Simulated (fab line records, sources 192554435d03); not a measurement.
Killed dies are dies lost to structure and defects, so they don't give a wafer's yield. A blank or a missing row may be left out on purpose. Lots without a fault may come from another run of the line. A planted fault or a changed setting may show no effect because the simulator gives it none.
Problem report in the 8D (eight disciplines) form, filled by code | flow n5_finfet | the parts of the form that need people (team, actions taken, sign-off) are left out

1. THE PROBLEM
trench_depth_nm at N5_STI_FIN_REVEAL_FIN_H_MEAS_10 reads a mean of 55.7 nm on 2 wafers of 2 lots; wafers without a fault read 51.6 nm with a standard deviation of 0.83. That is +4.9 standard deviations from the usual mean.
First seen on wafer L525.4, day 5 01:54, on ocd-01. The record holds 33 wafers of 12 lots with a number at this step. Rule for "out", or "out of limits": more than 4 standard deviations from the usual mean. The other wafers with a number count as sound.

2. WHAT IT IS AND WHAT IT IS NOT
question                    | is               | is not
which readings at this step | trench_depth_nm  | -
which lots                  | L525, L526       | L515, L517, L518, L519, L520, L521, L522, L531, L534, L536
which wafers of those lots  | L525.4, L526.4   | L525.5, L526.5
read on which gauges        | ocd-01           | ocd-02
when                        | from day 5 01:54 | up to then (21 sound wafers); but 10 sound wafers of L526, L531, L534, L536 came after

3. SUSPECTS, AND WHAT RULES EACH OUT
Counting: a tool at a process step up to the reading stays a suspect if it ran every lot that is out. Sound lots after the first of them don't rule it out here, since some wafers of a struck lot are sound.
- the gauge at N5_STI_FIN_REVEAL_FIN_H_MEAS_10: kept. All the wafers that are out were read on ocd-01, and no step on other tools shows them out.
- vapor_etch-02 at N5_FIN_CUT_PRECLEAN_35 (cleans in vHF, time 13.3 s): kept. It ran every lot that is out, first L525 (day 4 16:44); its last sound lot up to then is L522 (day 3 21:07).
- rie_si-02 at N5_FIN_CUT_CUT_ETCH_28 (etches Si in HBr/Cl2/O2, target depth 6 nm, time 2.4 s): kept. It ran every lot that is out, first L525 (day 4 16:50).
- vapor_etch-01 at N5_STI_FIN_REVEAL_RECESS_09 (chemistry HF/NH3, target SiO2, afs cycles 11, target depth 42.5 nm, sublimation time 60 s): kept. It ran every lot that is out, first L525 (day 4 23:38); its last sound lot up to then is L521 (day 3 21:01).
- Within vapor_etch-02 at N5_FIN_CUT_PRECLEAN_35: the wafers that are out ran in chamber 1; their sound lot-mates ran in chamber 0.
Left after counting: vapor_etch-02 at N5_FIN_CUT_PRECLEAN_35, rie_si-02 at N5_FIN_CUT_CUT_ETCH_28, vapor_etch-01 at N5_STI_FIN_REVEAL_RECESS_09, ocd-01 at N5_STI_FIN_REVEAL_FIN_H_MEAS_10.

4. THE CAUSE (what the simulator had put in)
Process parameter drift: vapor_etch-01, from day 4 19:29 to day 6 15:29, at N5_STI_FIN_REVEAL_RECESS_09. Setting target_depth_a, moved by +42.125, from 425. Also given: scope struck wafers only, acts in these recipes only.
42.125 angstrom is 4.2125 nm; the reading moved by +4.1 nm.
Counting left 4 suspects, and this tool is among them.

5. THE CHAIN OF EFFECTS, in route order
Each row: a reading whose mean over the struck wafers that have a number lies more than 3 standard deviations from the usual. Only readings for which the record gives a usual standard deviation are gone through. hours: the time from each lot's start at the first step in this table that gives one to its start at this step, as a median over the lots. sigmas: the change in usual standard deviations.
hours | step                            | reading         | usual   | on struck wafers | change | sigmas
0     | N5_STI_FIN_REVEAL_FIN_H_MEAS_10 | trench_depth_nm | 51.6 nm | 55.7             | +4.1   | +4.9

6. WHAT WOULD HAVE CAUGHT IT SOONER
In this record the first reading out of limits at a measuring or inspecting step was taken at day 5 01:54, 6 hours after the fault began at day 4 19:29.
Of the tool readings at N5_STI_FIN_REVEAL_RECESS_09 for which the record gives a usual standard deviation, none was out on any struck wafer, so an alarm limit of 4 standard deviations on them would not have fired.
Of the lots that are out (2), L526 began N5_STI_FIN_REVEAL_RECESS_09 on vapor_etch-01 after day 5 01:54. A hold on the tool at that time would have spared it.
